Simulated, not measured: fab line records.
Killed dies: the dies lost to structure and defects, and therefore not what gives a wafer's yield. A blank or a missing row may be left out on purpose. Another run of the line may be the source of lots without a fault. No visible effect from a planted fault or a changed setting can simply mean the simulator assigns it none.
A single fault, viewed from 3 desks -- flow n5_finfet -- every desk sees just its own numbers, and what lay behind them comes last
Where a reading is given only as a bound, like >300, the bound stands for it, and a mean or a difference that rests on one is marked > or <: the true number lies beyond.

== AT THE METROLOGY DESK ==
What the gauges read, lot by lot, whatever tool the lot ran on: means of the sampled wafers that have a number. If a lot's mean is further than 4 standard deviations from the usual mean, the lot is out of limits and carries the mark OUT (the distance appears in the brackets). Only the readings that lie furthest out on some lot appear, 7 of the 10 it has.
Columns: A = DIBL_N at N5_BEOL_M4_RC_MEAS_101, usual 35.9 mV/V; B = DIBL_P at N5_BEOL_M4_RC_MEAS_101, usual 35.9 mV/V; C = IOFF_N at N5_BEOL_M4_RC_MEAS_101, usual 0.155 nA/um; D = IOFF_P at N5_BEOL_M4_RC_MEAS_101, usual 0.201 nA/um; E = ION_N at N5_BEOL_M4_RC_MEAS_101, usual 672 uA/um; F = SS_N at N5_BEOL_M4_RC_MEAS_101, usual 71.6 mV/dec; G = VT_N at N5_BEOL_M4_RC_MEAS_101, usual 250.0 mV
lot,first seen here,A,B,C,D,E,F,G
L452,day 8 02:14,36.6,37.0,0.165,0.225,673,71.9,247.9
L454,day 8 14:56,35.6,34.9,0.151,0.215,677,71.6,250.6
L461,day 10 18:28,33.9,32.8,0.129,0.177,668,70.8,250.8
L464,day 11 05:29,36.2,34.4,0.136,0.178,670,70.9,251.2
L465,day 11 08:53,37.3,35.6,0.161,0.229,675,71.6,250.1
L468,day 12 05:29,38.3,36.3,0.162,0.208,676,71.6,249.1
L471,day 12 22:56,36.1,37.3,0.162,0.210,675,72.4,249.2
L473,day 13 16:23,36.2,38.3,0.208,0.246,681,71.8,243.9
L475,day 13 23:38,34.7,33.7,0.128,0.184,657,71.3,254.4
This desk's finding: nothing out of limits on any of the 9 lots.

== DESK OF THE TOOL OWNER: epi_rpcvd-03 ==
The tool's own readings at N5_WELL_APT_EPI_41 (deposits Si from SiH4/H2, target thk 50 nm, time 297.7 s): means of the sampled wafers that have a number, for each lot that ran on this tool. If a lot's mean is further than 4 standard deviations from the usual mean, the lot is out of limits and carries the mark OUT (the distance appears in the brackets).
Columns: A = lamp_inner_pct at N5_WELL_APT_EPI_41, usual 15.1 %; B = susceptor_temp_C at N5_WELL_APT_EPI_41, usual 650.05 C; C = throttle_valve_pct at N5_WELL_APT_EPI_41, usual 11.0 %
lot,first seen here,A,B,C
L452,day 1 18:45,14.5,649.83,10.6
L454,day 2 03:55,14.6,649.71,10.6
L461,day 3 22:42,14.5,649.90,10.7
L464,day 4 16:19,14.5,650.40,10.6
L465,day 4 22:03,14.5,650.31,10.6
This desk's finding: nothing out of limits on any of the 5 lots.

== THE DEFECT DESK ==
Inspection counts along the route, by lot: the mean over sampled wafers that carry a number. If a lot's mean is further than 4 standard deviations from the usual mean, the lot is out of limits and carries the mark OUT (the distance appears in the brackets).
Columns: A = raw_defect_count at N5_ZERO_LAYER_INSPECT_20, usual 38; B = raw_defect_count at N5_WELL_APT_INSPECT_38, usual 13; C = raw_defect_count at N5_PMOS_HMC_CHANNEL_EPI_INSPECT_11, usual 2.2
lot,first seen here,A,B,C
L452,day 1 13:23,43,18,3.0
L454,day 2 01:24,35,13,3.7
L461,day 3 19:23,22,12,0.7
L464,day 4 13:23,21,389 (+77) OUT,>300 (+99 or more) OUT
L465,day 4 19:25,25,412 (+81) OUT,>300 (+99 or more) OUT
L468,day 5 13:20,29,15,1.0
L471,day 6 07:34,23,20,2.0
L473,day 6 19:15,68,12,2.7
L475,day 7 07:16,38,14,0.3
This desk finds L464, L465 out of limits, L464 being first, at day 4 17:09 (raw_defect_count at N5_WELL_APT_INSPECT_38). L452, L454, L461, L468, L471, L473, L475 stayed within limits.

== ALL TOGETHER ==
The defect desk could have raised an alarm at day 4 17:09, on L464, L465.
At the metrology desk, nothing out of limits was observed.
The desk of the tool owner found nothing out of limits.
The metrology desk holds a record of L464, L465, inside its limits.
The tool owner's desk has L464, L465 on record, within its limits.
The lots listed all ran N5_WELL_APT_EPI_41 on epi_rpcvd-03.

== WHAT HAD BEEN PUT IN BY THE SIMULATOR ==
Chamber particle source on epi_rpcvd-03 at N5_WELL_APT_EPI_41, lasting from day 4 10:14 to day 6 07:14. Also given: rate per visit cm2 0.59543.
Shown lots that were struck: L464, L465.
Hours from the fault's start to each desk's first reading out of limits: the defect desk, 7.
